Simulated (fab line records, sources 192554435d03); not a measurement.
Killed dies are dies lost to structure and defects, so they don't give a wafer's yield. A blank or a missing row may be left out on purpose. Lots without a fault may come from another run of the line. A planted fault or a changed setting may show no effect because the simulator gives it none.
Split-lot experiment | flow n5_finfet | 7 lots, 21 wafers read, on a route of 1938 steps

THE SPLIT
At N5_FIN_CUT_COAT_18 (time 60 s, resist thk 230 nm), the setting spin_rpm was moved away from the recipe's 1500 rpm on 9 of the 21 wafers read, by -10.7% to +5.1%. The other wafers ran this setting at the recipe's value.

FROM THE SPLIT TO THE READING: what the file shows between them, 8 steps
- N5_FIN_CUT_COAT_19: time 60 s, resist thk 20 nm
- N5_FIN_CUT_COAT_29: time 60 s, resist thk 10 nm
- N5_FIN_CUT_ETCH_30: etches underlayer in N2/H2, target depth 13 nm, time 10.4 s
- N5_FIN_CUT_ETCH_20: etches SiARC in CF4, target depth 26 nm, time 43.3 s
- N5_FIN_CUT_ETCH_21: etches SOC in N2/H2, target depth 219 nm, overetch 43.8 nm, time 523.5 s
- N5_FIN_CUT_STRIP_23: strips in N2/H2
- N5_FIN_CUT_STRIP_31: strips in N2/H2
- N5_FIN_CUT_STRIP_24: strips in CF4

THE READING
SOC_of_FIN_CUT_COAT_18.thk_nm (the simulator's own value, which no gauge read), in nm, at N5_FIN_CUT_CUT_ETCH_26 (etches SiNx in CH3F/O2, target depth 39 nm, time 55.7 s). The file gives no usual value for it. The 12 wafers here that ran the recipe average 211.9 nm, standard deviation 0.4 nm.

wafer  | tool, chamber at the split | spin_rpm as run, rpm | against the recipe | SOC_of_FIN_CUT_COAT_18.thk_nm, nm | against lot-mates on the recipe
L075.2 | litho_track-01, 0          | 1576                 | +5.1%              | 207                               | -4.8
L075.3 | litho_track-01, 0          | 1500                 | recipe             | 211.8                             | -
L075.6 | litho_track-01, 0          | 1576                 | +5.1%              | 207.2                             | -4.6
L079.1 | litho_track-01, 0          | 1500                 | recipe             | 211.4                             | -
L079.2 | litho_track-01, 0          | 1500                 | recipe             | 211.4                             | -
L079.5 | litho_track-01, 0          | 1500                 | recipe             | 212                               | -
L085.1 | litho_track-02, 0          | 1500                 | recipe             | 211.6                             | -
L085.4 | litho_track-02, 0          | 1376                 | -8.3%              | 221.2                             | +9.6
L085.5 | litho_track-02, 0          | 1376                 | -8.3%              | 221.4                             | +9.8
L087.2 | litho_track-04, 0          | 1500                 | recipe             | 211.8                             | -
L087.6 | litho_track-04, 0          | 1500                 | recipe             | 211.8                             | -
L087.5 | litho_track-04, 0          | 1500                 | recipe             | 212.6                             | -
L088.2 | litho_track-04, 0          | 1553                 | +3.5%              | 208.2                             | -3.6
L088.4 | litho_track-04, 0          | 1500                 | recipe             | 211.8                             | -
L088.5 | litho_track-04, 0          | 1553                 | +3.5%              | 208.4                             | -3.4
L092.1 | litho_track-02, 0          | 1500                 | recipe             | 211.8                             | -
L092.2 | litho_track-02, 0          | 1340                 | -10.7%             | 224.4                             | +12.6
L092.5 | litho_track-02, 0          | 1340                 | -10.7%             | 223.4                             | +11.6
L097.2 | litho_track-02, 0          | 1500                 | recipe             | 212.4                             | -
L097.3 | litho_track-02, 0          | 1560                 | +4.0%              | 206.8                             | -5.7
L097.4 | litho_track-02, 0          | 1500                 | recipe             | 212.6                             | -

THE FIT
A straight line over all 21 wafers: SOC_of_FIN_CUT_COAT_18.thk_nm changes by -1.1 nm for each +1% of spin_rpm; r = -1.00; the points scatter about the line by 0.47 nm.
The same after taking each lot's own level away (the mean of its wafers on the recipe; 21 wafers): -1.12 nm for each +1%; r = -1.00; scatter 0.52 nm.
On that fit, the largest move of spin_rpm shifts the reading by 12 nm.
The lots' own levels span 211.60 to 212.50 nm, that is 2.3 times the standard deviation above.
So the lot-to-lot level changes the slope little: the two slopes agree.
Check: with one of the wafers moved furthest among these (-10.7%) left out of the fit, the line predicts +11.9 nm for it against its lot-mates. It came out at +12.6 nm against them.

OTHER SPLITS ON THESE WAFERS
These wafers also went through other splits before the reading. Each is held against what the fit with the lots' levels taken away leaves over:
other split on the same wafers            | wafers away from the commonest value | r with SOC_of_FIN_CUT_COAT_18.thk_nm (lot level and that fit taken away)
N5_WELL_APT_EXPOSE_05 dose_mj             | 6                                    | +0.32
N5_WELL_APT_DEVELOP_07 develop_time_s     | 3                                    | -0.28
N5_PMOS_HMC_CHANNEL_EPI_HM_DEP_34 time_s  | 8                                    | -0.19
N5_PMOS_HMC_CHANNEL_EPI_PEB_07 peb_temp_c | 7                                    | -0.20

THE WHOLE CHAIN: every reading that the file lists as answering this split, in the file's order
step                   | what it does                                                             | reading                                                                        | change (the file's fit)              | r (the file's)
N5_FIN_CUT_COAT_18     | time 60 s, resist thk 230 nm                                             | SOC_of_FIN_CUT_COAT_18.thk_nm (the simulator's own value, which no gauge read) | -1.18 nm for each +1% of the setting | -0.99
N5_FIN_CUT_ETCH_21     | etches SOC in N2/H2, target depth 219 nm, overetch 43.8 nm, time 523.5 s | etch.depth_nm (the simulator's own value, which no gauge read)                 | -1.19 nm for each +1% of the setting | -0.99
N5_FIN_CUT_CUT_ETCH_26 | etches SiNx in CH3F/O2, target depth 39 nm, time 55.7 s                  | SOC_of_FIN_CUT_COAT_18.thk_nm (the simulator's own value, which no gauge read) | -1.14 nm for each +1% of the setting | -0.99

THE FILE'S OWN FIT
SOC_of_FIN_CUT_COAT_18.thk_nm changes by -1.14 nm for each +1% of spin_rpm, r = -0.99.
